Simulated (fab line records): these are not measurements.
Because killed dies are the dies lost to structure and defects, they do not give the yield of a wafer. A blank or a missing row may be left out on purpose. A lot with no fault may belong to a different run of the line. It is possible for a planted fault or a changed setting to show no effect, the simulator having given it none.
Matching of chambers :: flow n5_finfet :: 3 sister chambers for N5_BEOL_M13_DEP_53 on pecvd-02
The step deposits SiCN from 3MS/NH3, target thk 50 nm, time 17.8 s. 14 wafers are shown with their chamber, then 7 later ones without.

== EACH WAFER AND ITS CHAMBER ==
wafer: L074.2
chamber: 1
throttle_valve_pct (%): 18.1
showerhead_plenum_p_Torr (Torr): 4.153
chamber_pressure_Torr (Torr): 2.989

wafer: L074.4
chamber: 2
throttle_valve_pct (%): 16.6
showerhead_plenum_p_Torr (Torr): 4.132
chamber_pressure_Torr (Torr): 2.999

wafer: L074.6
chamber: 0
throttle_valve_pct (%): 19.4
showerhead_plenum_p_Torr (Torr): 4.187
chamber_pressure_Torr (Torr): 2.999

wafer: L076.3
chamber: 0
throttle_valve_pct (%): 19.3
showerhead_plenum_p_Torr (Torr): 4.179
chamber_pressure_Torr (Torr): 2.994

wafer: L076.4
chamber: 2
throttle_valve_pct (%): 16.3
showerhead_plenum_p_Torr (Torr): 4.143
chamber_pressure_Torr (Torr): 2.995

wafer: L076.5
chamber: 0
throttle_valve_pct (%): 19.4
showerhead_plenum_p_Torr (Torr): 4.207
chamber_pressure_Torr (Torr): 2.994

wafer: L078.1
chamber: 2
throttle_valve_pct (%): 16.9
showerhead_plenum_p_Torr (Torr): 4.138
chamber_pressure_Torr (Torr): 2.998

wafer: L078.4
chamber: 1
throttle_valve_pct (%): 18.0
showerhead_plenum_p_Torr (Torr): 4.143
chamber_pressure_Torr (Torr): 3.006

wafer: L078.5
chamber: 2
throttle_valve_pct (%): 16.6
showerhead_plenum_p_Torr (Torr): 4.146
chamber_pressure_Torr (Torr): 3.001

wafer: L077.1
chamber: 0
throttle_valve_pct (%): 19.3
showerhead_plenum_p_Torr (Torr): 4.184
chamber_pressure_Torr (Torr): 2.992

wafer: L077.5
chamber: 0
throttle_valve_pct (%): 19.2
showerhead_plenum_p_Torr (Torr): 4.184
chamber_pressure_Torr (Torr): 2.988

wafer: L077.6
chamber: 2
throttle_valve_pct (%): 16.8
showerhead_plenum_p_Torr (Torr): 4.124
chamber_pressure_Torr (Torr): 2.996

wafer: L086.2
chamber: 2
throttle_valve_pct (%): 16.8
showerhead_plenum_p_Torr (Torr): 4.142
chamber_pressure_Torr (Torr): 2.989

wafer: L086.3
chamber: 1
throttle_valve_pct (%): 18.3
showerhead_plenum_p_Torr (Torr): 4.134
chamber_pressure_Torr (Torr): 2.992

SIGNATURES (means of the wafers above)
reading: throttle_valve_pct
chamber 0: 19.320
chamber 1: 18.133
chamber 2: 16.667
scatter within a chamber: 0.167

reading: showerhead_plenum_p_Torr
chamber 0: 4.18820
chamber 1: 4.14333
chamber 2: 4.13750
scatter within a chamber: 0.00949

reading: chamber_pressure_Torr
chamber 0: 2.99340
chamber 1: 2.99567
chamber 2: 2.99633
scatter within a chamber: 0.00535
Rule: for a wafer and a chamber, the distance is found by dividing, reading by reading, the gap between the wafer's reading and the chamber's mean by the reading's scatter, squaring, summing and taking the root. The wafer belongs to the nearest chamber; if the next one is less than 2 further off, it can't be placed. The scatter is the square root of a quotient: the sum, over the shown wafers, of each reading's squared deviation from its chamber's mean, divided by wafers minus chambers.

== WAFERS MISSING THEIR CHAMBER ==
wafer: L086.5
throttle_valve_pct (%): 19.3
showerhead_plenum_p_Torr (Torr): 4.186
chamber_pressure_Torr (Torr): 3.000

wafer: L089.2
throttle_valve_pct (%): 19.4
showerhead_plenum_p_Torr (Torr): 4.198
chamber_pressure_Torr (Torr): 3.007

wafer: L089.3
throttle_valve_pct (%): 19.3
showerhead_plenum_p_Torr (Torr): 4.193
chamber_pressure_Torr (Torr): 3.010

wafer: L089.5
throttle_valve_pct (%): 19.1
showerhead_plenum_p_Torr (Torr): 4.194
chamber_pressure_Torr (Torr): 3.003

wafer: L096.1
throttle_valve_pct (%): 16.7
showerhead_plenum_p_Torr (Torr): 4.151
chamber_pressure_Torr (Torr): 3.006

wafer: L096.2
throttle_valve_pct (%): 16.9
showerhead_plenum_p_Torr (Torr): 4.140
chamber_pressure_Torr (Torr): 2.997

wafer: L096.4
throttle_valve_pct (%): 16.6
showerhead_plenum_p_Torr (Torr): 4.132
chamber_pressure_Torr (Torr): 2.991

== WHICH CHAMBER EACH ONE RAN IN ==
wafer: L086.5
from the rows above: 0
in truth: 0

wafer: L089.2
from the rows above: 0
in truth: 0

wafer: L089.3
from the rows above: 0
in truth: 0

wafer: L089.5
from the rows above: 0
in truth: 0

wafer: L096.1
from the rows above: 2
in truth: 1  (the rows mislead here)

wafer: L096.2
from the rows above: 2
in truth: 2

wafer: L096.4
from the rows above: 2
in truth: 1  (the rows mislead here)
Correctly placed: 5 of 7. Can't be placed from these rows: 0. Wrongly placed: 2.
